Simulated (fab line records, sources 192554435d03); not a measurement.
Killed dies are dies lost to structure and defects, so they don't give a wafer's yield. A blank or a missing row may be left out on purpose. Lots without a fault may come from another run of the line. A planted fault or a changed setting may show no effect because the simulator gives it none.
One fault seen from 2 desks | flow n5_finfet | each desk has only its own numbers; what lay behind them comes last

THE TOOL OWNER'S DESK: cvd_co-01
The tool's own readings at N5_BEOL_M2_CVD_47 (deposits Co from CCTBA/H2, target thk 3 nm, time 223.8 s): means of the sampled wafers that have a number, for each lot that ran on this tool. A lot is out of limits, marked OUT, if its mean lies more than 4 standard deviations from the usual mean; the brackets give that distance.
Columns: A = run_length_s at N5_BEOL_M2_CVD_47, usual 246.8 s
lot  | first seen here | A
L117 | day 6 18:57     | 246.8
L118 | day 7 01:41     | 247.1
L120 | day 7 15:50     | 247.0
L122 | day 8 08:35     | 246.8
L123 | day 8 08:44     | 246.9
L133 | day 10 21:11    | 364.4 (+99 or more) OUT
L135 | day 11 21:29    | 364.6 (+99 or more) OUT
This desk's finding: out of limits on L133, L135; first on L133, day 10 21:11 (run_length_s at N5_BEOL_M2_CVD_47). In limits: L117, L118, L120, L122, L123.

THE METROLOGY DESK
What the gauges read, lot by lot, whatever tool the lot ran on: means of the sampled wafers that have a number. A lot is out of limits, marked OUT, if its mean lies more than 4 standard deviations from the usual mean; the brackets give that distance. Of its 10 readings 7 are shown: those that lie furthest out on some lot.
Columns: A = DIBL_N at N5_BEOL_M4_RC_MEAS_101, usual 36.0 mV/V; B = DIBL_P at N5_BEOL_M4_RC_MEAS_101, usual 36.1 mV/V; C = IOFF_P at N5_BEOL_M4_RC_MEAS_101, usual 0.21 nA/um; D = ION_N at N5_BEOL_M4_RC_MEAS_101, usual 675 uA/um; E = ION_P at N5_BEOL_M4_RC_MEAS_101, usual 464 uA/um; F = VT_N at N5_BEOL_M4_RC_MEAS_101, usual 250 mV; G = VT_P at N5_BEOL_M4_RC_MEAS_101, usual -249 mV
lot  | first seen here | A    | B    | C    | D   | E   | F   | G
L117 | day 7 20:04     | 36.5 | 35.1 | 0.19 | 666 | 453 | 251 | -253
L118 | day 8 01:37     | 36.8 | 35.5 | 0.22 | 666 | 460 | 251 | -249
L119 | day 8 07:10     | 34.9 | 35.2 | 0.18 | 675 | 460 | 252 | -252
L120 | day 8 18:49     | 34.8 | 34.8 | 0.16 | 658 | 452 | 254 | -258
L123 | day 9 12:30     | 35.8 | 37.1 | 0.21 | 668 | 454 | 250 | -252
L122 | day 9 12:39     | 37.4 | 36.4 | 0.23 | 676 | 467 | 251 | -248
L126 | day 10 04:10    | 37.3 | 37.0 | 0.23 | 684 | 468 | 246 | -250
L133 | day 12 03:53    | 35.4 | 36.3 | 0.22 | 671 | 464 | 249 | -248
L135 | day 12 22:20    | 38.0 | 39.3 | 0.28 | 698 | 480 | 244 | -244
L138 | day 13 06:37    | 33.4 | 35.1 | 0.21 | 670 | 467 | 253 | -248
This desk's finding: nothing out of limits on any of the 10 lots.

PUT TOGETHER
The tool owner's desk could have raised an alarm at day 10 21:11, on L133, L135.
The metrology desk saw nothing out of limits.
The metrology desk has L133, L135 on record, within its limits.
Of the lots named, all ran N5_BEOL_M2_CVD_47 on cvd_co-01.

WHAT THE SIMULATOR HAD PUT IN
Process parameter drift: cvd_co-01, from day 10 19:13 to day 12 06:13, at N5_BEOL_M2_CVD_47. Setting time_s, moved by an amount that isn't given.
Lots struck among those shown: L133, L135.
Hours from the fault's start to each desk's first reading out of limits: the tool owner's desk, 2.
